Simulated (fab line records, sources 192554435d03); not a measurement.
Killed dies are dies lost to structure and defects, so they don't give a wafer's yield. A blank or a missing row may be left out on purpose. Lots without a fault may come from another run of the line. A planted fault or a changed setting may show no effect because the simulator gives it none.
Chamber matching | flow n5_finfet | N5_FIN_SAQP_HM_DEP_72 on pecvd-01: 3 sister chambers
The step deposits SiO2 from SiH4/N2O, target thk 12 nm, time 7.2 s. 5 wafers are shown with their chamber, then 9 later ones without.

WAFERS WITH THEIR CHAMBER
wafer  | chamber | showerhead_plenum_p_Torr (Torr) | heater_power_w (W)
L083.5 | 0       | 8.11                            | 783
L083.6 | 1       | 8.26                            | 717
L084.1 | 1       | 8.26                            | 723
L084.2 | 0       | 8.12                            | 803
L084.5 | 2       | 7.85                            | 939

WAFERS WITHOUT THEIR CHAMBER
wafer  | showerhead_plenum_p_Torr (Torr) | heater_power_w (W)
L091.2 | 8.26                            | 791
L091.4 | 8.27                            | 824
L091.5 | 8.25                            | 807
L093.1 | 8.12                            | 819
L093.4 | 8.12                            | 800
L093.6 | 8.11                            | 796
L097.3 | 8.27                            | 792
L097.4 | 8.12                            | 813
L097.5 | 8.26                            | 774

WHICH CHAMBER EACH WENT THROUGH
wafer  | from the rows above | in truth
L091.2 | 1                   | 1
L091.4 | 1                   | 1
L091.5 | 1                   | 1
L093.1 | 0                   | 0
L093.4 | 0                   | 0
L093.6 | 0                   | 0
L097.3 | 1                   | 1
L097.4 | 0                   | 0
L097.5 | 1                   | 1
Placed correctly: 9 of 9. Can't be placed from these rows: 0. Placed wrongly: 0.
How it was worked out, from the rows above alone: a wafer's distance from a chamber is the root of the sum, over the readings, of the square of ((its reading less the chamber's mean) divided by the reading's scatter). The wafer belongs to the nearest chamber; if the next one is less than 2 further off, it can't be placed. A chamber's mean is the mean of its shown wafers. The scatter: the root of (the sum of the squares of (reading less its chamber's mean) over the shown wafers, divided by (wafers less chambers)).
